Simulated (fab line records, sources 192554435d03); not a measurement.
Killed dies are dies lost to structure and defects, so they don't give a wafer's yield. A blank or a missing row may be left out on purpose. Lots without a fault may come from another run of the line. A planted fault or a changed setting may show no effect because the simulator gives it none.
Split-lot experiment | flow n5_finfet | 7 lots, 21 wafers read, on a route of 1938 steps

THE SPLIT
At N5_BEOL_M0_TRENCH_ETCH_107 (etches SiOC in C4F6/O2, target depth 32.8 nm, time 16.4 s), the setting target_depth_a was moved away from the recipe's 328 angstrom on 14 of the 21 wafers read, by -8.4% to +7.7%. The other wafers ran this setting at the recipe's value.

The reading is taken at the split's own step.

THE READING
BEOL_M0.feature_depth_nm (the simulator's own value, which no gauge read), in nm, at N5_BEOL_M0_TRENCH_ETCH_107 (etches SiOC in C4F6/O2, target depth 32.8 nm, time 16.4 s). The file gives no usual value for it. The 7 wafers here that ran the recipe average 33.1 nm, standard deviation 0.67 nm.

wafer  | tool, chamber at the split | target_depth_a as run, angstrom | against the recipe | BEOL_M0.feature_depth_nm, nm | against lot-mates on the recipe
L074.1 | rie_diel-06, 1             | 328                             | recipe             | 34                           | -
L074.2 | rie_diel-06, 0             | 328                             | recipe             | 32.4                         | -
L074.6 | rie_diel-06, 3             | 328                             | recipe             | 32.8                         | -
L075.1 | rie_diel-06, 3             | 300.6                           | -8.4%              | 30.2                         | -3.6
L075.4 | rie_diel-06, 2             | 300.6                           | -8.4%              | 28.8                         | -5.0
L075.5 | rie_diel-06, 1             | 328                             | recipe             | 33.8                         | -
L076.2 | rie_diel-06, 0             | 353.3                           | +7.7%              | 34.2                         | no lot-mate on the recipe
L076.3 | rie_diel-06, 1             | 353.3                           | +7.7%              | 35.8                         | no lot-mate on the recipe
L076.6 | rie_diel-06, 3             | 353.3                           | +7.7%              | 35.4                         | no lot-mate on the recipe
L079.2 | rie_diel-06, 0             | 328                             | recipe             | 32                           | -
L079.3 | rie_diel-06, 1             | 353.1                           | +7.7%              | 36.2                         | +4.2
L079.4 | rie_diel-06, 2             | 353.1                           | +7.7%              | 33.8                         | +1.8
L080.3 | rie_diel-06, 0             | 310.8                           | -5.2%              | 30.6                         | -2.8
L080.5 | rie_diel-06, 1             | 328                             | recipe             | 33.4                         | -
L080.6 | rie_diel-06, 3             | 310.8                           | -5.2%              | 31.4                         | -2.0
L092.1 | rie_diel-06, 1             | 305.7                           | -6.8%              | 30.4                         | no lot-mate on the recipe
L092.5 | rie_diel-06, 1             | 305.7                           | -6.8%              | 30.4                         | no lot-mate on the recipe
L092.4 | rie_diel-06, 0             | 305.7                           | -6.8%              | 30.6                         | no lot-mate on the recipe
L096.2 | rie_diel-06, 3             | 314.2                           | -4.2%              | 31.8                         | -1.4
L096.4 | rie_diel-06, 1             | 328                             | recipe             | 33.2                         | -
L096.6 | rie_diel-06, 3             | 314.2                           | -4.2%              | 31.2                         | -2.0

THE FIT
A straight line over all 21 wafers: BEOL_M0.feature_depth_nm changes by +0.331 nm for each +1% of target_depth_a; r = +0.93; the points scatter about the line by 0.74 nm.
The same after taking each lot's own level away (the mean of its wafers on the recipe; 15 wafers): +0.446 nm for each +1%; r = +0.95; scatter 0.71 nm.
On that fit, the largest move of target_depth_a shifts the reading by 3.7 nm.
The lots' own levels span 32.00 to 33.80 nm, that is 2.7 times the standard deviation above.
So the lot-to-lot level changes the slope: the two fits differ.
Check: with one of the wafers moved furthest among these (-8.4%) left out of the fit, the line predicts -3.91 nm for it against its lot-mates. It came out at -3.6 nm against them.

OTHER SPLITS ON THESE WAFERS
These wafers also went through other splits before the reading. Each is held against what the fit with the lots' levels taken away leaves over:
other split on the same wafers | wafers away from the commonest value | r with BEOL_M0.feature_depth_nm (lot level and that fit taken away)
N5_BEOL_M0_ETCH_138 source_w   | 7                                    | +0.34

THE FILE'S OWN FIT
BEOL_M0.feature_depth_nm changes by +0.453 nm for each +1% of target_depth_a, r = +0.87.
